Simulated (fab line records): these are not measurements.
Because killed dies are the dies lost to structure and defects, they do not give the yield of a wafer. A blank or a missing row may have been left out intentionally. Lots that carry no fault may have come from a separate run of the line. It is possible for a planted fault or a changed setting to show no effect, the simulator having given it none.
Matching of chambers | flow n5Finfet | N5_HKMG_FIN_STRIP_57 on rieDiel-05: 4 sister chambers
The step strips in CF4. 4 wafers are shown with their chamber, then 8 later ones without.

EACH WAFER AND ITS CHAMBER
wafer  | chamber | drypumpMotorCurrentA (A)
L084.1 | 0       | 5.7
L085.3 | 3       | 6.7
L085.6 | 2       | 5.7
L091.3 | 1       | 6.2

WAFERS WITHOUT THEIR CHAMBER
wafer  | drypumpMotorCurrentA (A)
L091.4 | 5.8
L091.6 | 5.7
L092.3 | 5.8
L092.5 | 6.7
L092.6 | 5.6
L097.2 | 6.2
L097.3 | 6.7
L097.6 | 5.7

EACH ONE'S CHAMBER
wafer  | from the rows above     | in truth
L091.4 | can't be placed: 0 or 2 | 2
L091.6 | can't be placed: 0 or 2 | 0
L092.3 | can't be placed: 0 or 2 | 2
L092.5 | 3                       | 3
L092.6 | can't be placed: 0 or 2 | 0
L097.2 | 1                       | 1
L097.3 | 3                       | 3
L097.6 | can't be placed: 0 or 2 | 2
Correct placement for 3 of the 8. These rows do not allow placing 5 (true chamber among the candidates in 5). 0 placed wrongly.
How it was worked out, from the rows above alone: a wafer's distance from a chamber is the root of the sum, over the readings, of the square of ((its reading less the chamber's mean) divided by the reading's scatter). If the next closest chamber is less than 2 further off than the closest, the wafer can't be placed; otherwise it belongs to the closest. Each chamber's mean is taken over the wafers shown for it. The scatter: with one shown wafer a chamber, the root of the mean of the squares of how far each hidden wafer lies from its nearest shown one.
